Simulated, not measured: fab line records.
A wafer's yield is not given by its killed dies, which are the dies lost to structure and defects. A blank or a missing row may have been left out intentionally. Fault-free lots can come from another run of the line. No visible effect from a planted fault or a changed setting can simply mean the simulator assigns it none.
A struck lot beside a sound one -- flow nand harc -- 14 out of 1302 route steps
Sound: these wafers, L810.1, L810.4, L810.5. Struck: wafer L819.4 (L819.1, L819.5, from the same lot, were not struck and are left out); the cause is given at the end.
For every step that has rows: the tool of each side, followed by ch and its chambers, followed by its first start. Under that, the readings that differ: sound wafers -- struck wafers -- difference of the means -- sigmas: that difference in standard deviations of wafers without a fault.
alike: same words and numbers on both sides, and readings whose means sit less than 2 such deviations apart. not compared: any withheld reading, any reading some wafer has no value for, any bound like >300 that may hide the same value, and any number with overlapping values for which the record gives no deviation.
The two part at a step that has a row with sigmas, a row that says differs or no value, or rows on one side only. Numbers that have no deviation but don't overlap get no sigmas and don't part them. A reading missing from all wafers of one side parts the sides only when that side holds two or more wafers.

first, 2 steps without rows for these wafers: NHARC_A_SOURCE_PLATE_SRD_01; NHARC_A_SOURCE_PLATE_OXIDE_02 (material SiO2, target thk 10 nm, ox time 1362 s).
NHARC_A_SOURCE_PLATE_THK_MEAS_09: measures by ellipsometry.
  sound on film metro-02 at day 9 05:07; struck on film metro-02 at day 13 02:29
  alike: thk nm
then, 3 steps without rows for these wafers: NHARC_A_SOURCE_PLATE_PVD_04 (deposits WSi2, target thk 50 nm); NHARC_A_SOURCE_PLATE_CVD_03 (deposits poly-Si, target thk 200 nm, time 4000 s); NHARC_A_SOURCE_PLATE_ANNEAL_05 (time 1800 s).
NHARC_A_SOURCE_PLATE_THK_MEAS_06: measures by ellipsometry.
  sound on film metro-02 at day 9 17:38; struck on film metro-01 at day 13 17:47
  alike: thk nm
NHARC_A_SOURCE_PLATE_INSPECT_08:
  sound on defect inspect-01 at day 9 17:44; struck on defect inspect-01 at day 13 17:51
  alike: raw defect count
then, 1 step without rows for these wafers: NHARC_A_ONON_D1_DEP_00 (target thk 1000 nm).
NHARC_A_ONON_D1_THK_MEAS_02: measures by ellipsometry.
  sound on film metro-01 at day 9 18:19; struck on film metro-01 at day 13 18:26
  alike: thk nm
NHARC_A_ONON_D1_DEP_03: target thk 1000 nm.
  sound on pecvd onon-03 ch 0, day 9 18:23; struck on pecvd onon-03 ch 0, day 13 18:29
NHARC_A_ONON_D1_THK_MEAS_05: measures by ellipsometry.
  sound on film metro-01 at day 9 18:53; struck on film metro-02 at day 13 19:00
reading,sound,struck,difference,sigmas
thk nm (nm),986 988 986,1408,+421,+47
then, 1 step without rows for these wafers: NHARC_A_ONON_D1_DEP_06 (target thk 1000 nm).
-- break in the record here, with 17 days between the starts of the struck wafers on either side (left off in module A_ONON_D1, picked up again in module END, where the first step shown is number 1302 on the route) --
NHARC_END_SORT_01:
  at this point the record logs the struck wafers (prober-01 ch 0, day 30 07:50) and has no rows for the sound ones

## WHERE THEY PART
Last at NHARC_END_SORT_01 as far as this record goes, first at NHARC_A_ONON_D1_THK_MEAS_05.

WHY: what the simulator had put in
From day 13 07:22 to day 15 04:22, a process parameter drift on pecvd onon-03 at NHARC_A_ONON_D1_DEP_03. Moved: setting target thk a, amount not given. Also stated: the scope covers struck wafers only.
